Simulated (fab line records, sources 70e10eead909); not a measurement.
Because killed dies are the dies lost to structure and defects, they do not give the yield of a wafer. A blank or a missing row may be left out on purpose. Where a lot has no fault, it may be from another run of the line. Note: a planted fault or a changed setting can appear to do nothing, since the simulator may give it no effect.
Matching of chambers    flow nand_harc    NHARC_A_CHANNEL_FILL_D2_STRIP_28 on rie_diel-02 has 4 sister chambers
The step strips in O2, time 20 s. 8 wafers are shown with their chamber, then 9 later ones without.

## WAFERS, EACH WITH ITS CHAMBER
wafer   chamber  drypump_motor_current_A (A)  oes_product_au (a.u.)
L078.1  0        6.0                          0.990
L079.2  2        6.0                          0.999
L079.4  0        6.0                          0.992
L080.2  2        5.9                          1.000
L080.6  3        6.1                          1.016
L083.3  1        5.8                          1.010
L083.4  3        6.1                          0.994
L083.6  1        5.8                          1.024

## WAFERS WITH NO CHAMBER GIVEN
wafer   drypump_motor_current_A (A)  oes_product_au (a.u.)
L085.2  5.8                          1.020
L085.3  6.0                          1.006
L085.6  5.9                          1.001
L090.2  6.1                          1.007
L090.4  6.0                          1.011
L090.5  6.0                          1.014
L092.2  6.0                          0.992
L092.4  5.8                          1.016
L092.6  5.9                          1.004

## WHICH CHAMBER EACH ONE RAN IN
wafer   from the rows above           in truth
L085.2  1                             1
L085.3  can't be placed: 2 or 0 or 3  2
L085.6  can't be placed: 2 or 0 or 1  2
L090.2  3                             3
L090.4  can't be placed: 2 or 0 or 3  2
L090.5  can't be placed: 2 or 0 or 3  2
L092.2  can't be placed: 0 or 2       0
L092.4  1                             1
L092.6  can't be placed: 2 or 0 or 1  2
Placed correctly: 3 of 9. These rows do not allow placing 6 (true chamber among the candidates in 6). 0 placed wrongly.
How it was worked out, from the rows above alone: a wafer's distance from a chamber is the root of the sum, over the readings, of the square of ((its reading less the chamber's mean) divided by the reading's scatter). The wafer belongs to the nearest chamber; if the next one is less than 2 further off, it can't be placed. A chamber's mean is the mean of its shown wafers. The scatter: take each reading less its chamber's mean, square it, sum over the shown wafers, divide by the number of wafers less the number of chambers, and take the root.
